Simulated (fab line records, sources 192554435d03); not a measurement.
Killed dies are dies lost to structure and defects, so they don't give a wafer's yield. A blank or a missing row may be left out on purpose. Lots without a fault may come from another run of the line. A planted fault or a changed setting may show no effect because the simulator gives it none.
A struck lot beside a sound one | flow n5_finfet | 19 steps out of a route of 1938
Sound: wafers L198.2, L198.3, L198.5. Struck: wafers L206.2, L206.4. (L206.6 of the same lot was not struck and is left out.) The cause comes at the end.
At each step with rows: each side's tool, then ch and its chambers, then its first start. Under that, the readings that differ: sound wafers | struck wafers | difference of the means | sigmas: that difference in standard deviations of wafers without a fault.
alike: readings whose means differ by less than 2 such deviations, and words and numbers that are the same on both sides. not compared: withheld readings, readings that some wafer has no value for, bounds like >300 that may hide the same value, and numbers for which the record gives no deviation and whose values overlap.
The two part at a step that has a row with sigmas, a row that says differs or no value, or rows on one side only. Numbers that don't overlap but have no deviation are shown without sigmas and don't part them. A reading that every wafer of one side lacks parts them only if that side has two wafers or more.

N5_BEOL_M0_SAQP_INSPECT_16: inspects for defects (brightfield).
  sound on defect_inspect-02, day 6 11:21; struck on defect_inspect-02, day 8 10:51
  alike: raw_defect_count
then, 1 step without rows for these wafers: N5_BEOL_M0_SAQP_DESCUM_19 (chemistry O2, time 7.9 s).
N5_BEOL_M0_SAQP_ETCH_83: etches SiARC in CF4, target depth 39 nm, time 65 s.
  sound on rie_diel-04 ch 2, day 6 11:26; struck on rie_diel-01 ch 1,3, day 8 10:55
  alike: drypump_motor_current_A, etch_rf_on_time_s, oes_product_au, rf_fwd_power_W, rf_vpp_V, showerhead_plenum_p_Torr, throttle_valve_pct
  not compared: rf_hours_counter_h
N5_BEOL_M0_SAQP_ETCH_84: etches SOC in N2/H2, target depth 100 nm, overetch 20 nm, time 150 s.
  sound on rie_diel-04 ch 2, day 6 11:31; struck on rie_diel-01 ch 1,3, day 8 10:58
  reading            | sound             | struck      | difference | sigmas
  rf_fwd_power_W (W) | 839.0 842.1 842.0 | 831.3 834.6 | -8.1       | -3
  alike: drypump_motor_current_A, oes_product_au, rf_vpp_V, showerhead_plenum_p_Torr, throttle_valve_pct
  not compared: rf_hours_counter_h
then, 7 steps without rows for these wafers: N5_BEOL_M0_SAQP_STRIP_80 (strips in N2/H2); N5_BEOL_M0_SAQP_HM_OPEN_112 (chemistry CHF3/O2, target SiO2, stops on a-Si, target depth 12 nm, time 13.5 s); N5_BEOL_M0_SAQP_STRIP_113 (strips in CHF3/O2); N5_BEOL_M0_SAQP_MANDREL_ETCH_20 (etches a-Si in HBr/Cl2, stops on SiNx, target depth 60 nm, bt time 10 s, time 30 s); N5_BEOL_M0_SAQP_STRIP_86 (strips in N2/H2); N5_BEOL_M0_SAQP_STRIP_115 (strips in post etch residue remover, time 60 s); N5_BEOL_M0_SAQP_SRD_93 (time 30 s).
N5_BEOL_M0_SAQP_RECESS_114: chemistry HF/NH3, target SiO2, target depth 14.4 nm, afs cycles 3, sublimation time 60 s.
  sound on vapor_etch-02 ch 0,1, day 6 12:01; struck on vapor_etch-01 ch 1, day 8 11:23
  alike: drypump_motor_current_A
N5_BEOL_M0_SAQP_SPACER1_ALD_98: deposits SiO2, target thk 12.8 nm, pulse time 1 s, purge time 2 s.
  sound on ald_sin-02 ch 0,2,3, day 6 12:24; struck on ald_sin-02 ch 0,3, day 8 11:47
  reading                                               | sound          | struck    | difference | sigmas
  ald_cycles                                            | 138 138 138    | 124 124   | -14        |
  model.SiO2_of_BEOL_M0_SAQP_SPACER1_ALD_98.thk_nm (nm) | 12.8 12.8 12.8 | 11.4 11.4 | -1.4       |
  alike: heater_power_outer_w, heater_power_w, precursor_pulse_height_rel
N5_BEOL_M0_SAQP_SPACER1_ETCHBACK_99: etches SiO2 in CHF3/O2, target depth 15.4 nm, time 7.7 s.
  sound on rie_diel-04 ch 2,3, day 6 12:56; struck on rie_diel-03 ch 0,1, day 8 12:29
  alike: drypump_motor_current_A, oes_product_au, rf_fwd_power_W, rf_vpp_V, showerhead_plenum_p_Torr, throttle_valve_pct
  not compared: rf_hours_counter_h
N5_BEOL_M0_SAQP_MANDREL1_REMOVE_100: chemistry HBr/Cl2/O2, target a-Si, stops on SiNx, bt time 10 s.
  sound on rie_si-06 ch 0,2,3, day 6 13:03; struck on rie_si-03 ch 1,3, day 8 12:34
  reading                                               | sound        | struck    | difference | sigmas
  model.SiO2_of_BEOL_M0_SAQP_SPACER1_ALD_98.thk_nm (nm) | 7.4 7.4 7.4  | 6 6       | -1         |
  model.BEOL_M0_SAQP.cd_nm (nm)                         | 12.8 12.8 13 | 11.4 11.2 | -1.6       |
  alike: drypump_motor_current_A, oes_product_au, rf_fwd_power_W, throttle_valve_pct
  not compared: rf_hours_counter_h
N5_BEOL_M0_SAQP_CD_MEAS_25: target cd 13.1 nm.
  sound on cd_sem-02 ch 0, day 6 13:10; struck on cd_sem-02 ch 0, day 8 12:40
  reading    | sound             | struck      | difference | sigmas
  cd_nm (nm) | 12.51 12.79 13.22 | 11.13 11.17 | -1.69      | -7
N5_BEOL_M0_SAQP_ETCH_101: etches SiNx in CH3F/O2, target depth 29.9 nm, time 42.7 s.
  sound on rie_diel-03 ch 2,3, day 6 13:12; struck on rie_diel-04 ch 0,2, day 8 12:43
  alike: drypump_motor_current_A, oes_product_au, rf_fwd_power_W, rf_vpp_V, showerhead_plenum_p_Torr, throttle_valve_pct
  not compared: rf_hours_counter_h
-- the record jumps here: 2 days lie between the struck wafers' starts before and after (it left off in module BEOL_M0_SAQP and takes up again in module BEOL_M4, whose first step shown is number 1111 of the route) --
N5_BEOL_M4_RC_MEAS_101:
  sound on prober-01 ch 0, day 9 01:30; struck on prober-02 ch 0, day 10 19:34
  reading       | sound          | struck    | difference | sigmas
  DIBL_N (mV/V) | 35.3 34.2 34.9 | 37.9 38.8 | +3.5       | +2
  VT_N (mV)     | 252 253 253    | 247 245   | -7         | -2
  alike: DIBL_P, IOFF_N, IOFF_P, ION_N, ION_P, SS_N, SS_P, VT_P
-- the record jumps here: 4 days lie between the struck wafers' starts before and after (it left off in module BEOL_M4 and takes up again in module PASSIVATION, whose first step shown is number 1936 of the route) --
N5_PASSIVATION_PROBE_49:
  sound on prober-02, day 13 01:13; struck on prober-02, day 15 00:53
  alike: defect_limited_yield, killed_at_M0_to_M3, killed_at_M4_up, killed_at_contacts, killed_at_front_end, killed_at_other, killed_dies, killed_open, killed_short, sort_bin_5_function, sort_bin_6_memory, sort_n_pass, sort_yield_pct

WHERE THEY PART
First at N5_BEOL_M0_SAQP_ETCH_84; last, within this record, at N5_BEOL_M4_RC_MEAS_101. Later steps at which nothing parts them and some readings are alike: N5_PASSIVATION_PROBE_49.

WHY: what the simulator had put in
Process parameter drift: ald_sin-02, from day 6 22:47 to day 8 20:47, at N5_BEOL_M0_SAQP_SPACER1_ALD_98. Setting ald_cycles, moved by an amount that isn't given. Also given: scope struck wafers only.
